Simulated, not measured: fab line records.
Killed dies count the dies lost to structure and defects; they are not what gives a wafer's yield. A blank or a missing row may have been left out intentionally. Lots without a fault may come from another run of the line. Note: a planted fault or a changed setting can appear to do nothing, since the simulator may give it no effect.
Matching of chambers ; flow nand_harc ; 4 sister chambers for NHARC_A_STAIRCASE_TRIM_229 on rie_diel-12
The step chemistry O2, time 211.2 s. 16 wafers are shown with their chamber, then 8 later ones without.

EACH WAFER AND ITS CHAMBER
wafer;chamber;showerhead_plenum_p_Torr (Torr);drypump_motor_current_A (A);oes_product_au (a.u.)
L077.3;3;3.54;5.9;0.990
L077.4;0;3.34;5.6;1.030
L077.6;1;3.31;5.4;1.005
L078.1;2;3.64;6.0;0.991
L078.2;0;3.34;5.6;1.013
L078.6;3;3.54;5.9;0.999
L081.3;0;3.33;5.6;1.008
L081.5;2;3.64;6.0;0.997
L081.6;3;3.53;5.9;0.992
L084.3;3;3.53;5.9;0.987
L084.5;2;3.63;5.9;0.988
L084.6;1;3.30;5.4;1.001
L089.3;1;3.29;5.5;0.995
L089.5;0;3.32;5.6;1.001
L089.6;2;3.63;6.0;0.990
L091.1;1;3.29;5.4;1.004

SIGNATURES (means of the wafers above)
reading;chamber 0;chamber 1;chamber 2;chamber 3;scatter within a chamber
showerhead_plenum_p_Torr;3.3325;3.2975;3.6350;3.5350;0.00791
drypump_motor_current_A;5.600;5.425;5.975;5.900;0.0354
oes_product_au;1.01300;1.00125;0.99150;0.99200;0.00731
Rule: a wafer's distance from a chamber is the root of the sum, over the readings, of the square of ((its reading less the chamber's mean) divided by the reading's scatter). If the next closest chamber is less than 2 further off than the closest, the wafer can't be placed; otherwise it belongs to the closest. The scatter: take each reading less its chamber's mean, square it, sum over the shown wafers, divide by the number of wafers less the number of chambers, and take the root.

WAFERS WITH NO CHAMBER GIVEN
wafer;showerhead_plenum_p_Torr (Torr);drypump_motor_current_A (A);oes_product_au (a.u.)
L091.3;3.32;5.6;1.016
L091.5;3.32;5.6;1.005
L092.3;3.32;5.6;1.006
L092.4;3.52;5.9;0.993
L092.6;3.28;5.4;1.000
L094.1;3.51;5.9;0.990
L094.2;3.31;5.6;1.004
L094.5;3.31;5.6;1.011

EACH ONE'S CHAMBER
wafer;from the rows above;in truth
L091.3;0;0
L091.5;0;0
L092.3;0;0
L092.4;3;3
L092.6;1;1
L094.1;3;3
L094.2;0;0
L094.5;0;0
Correct placement for 8 of the 8. From these rows, 0 cannot be placed. 0 placed wrongly.
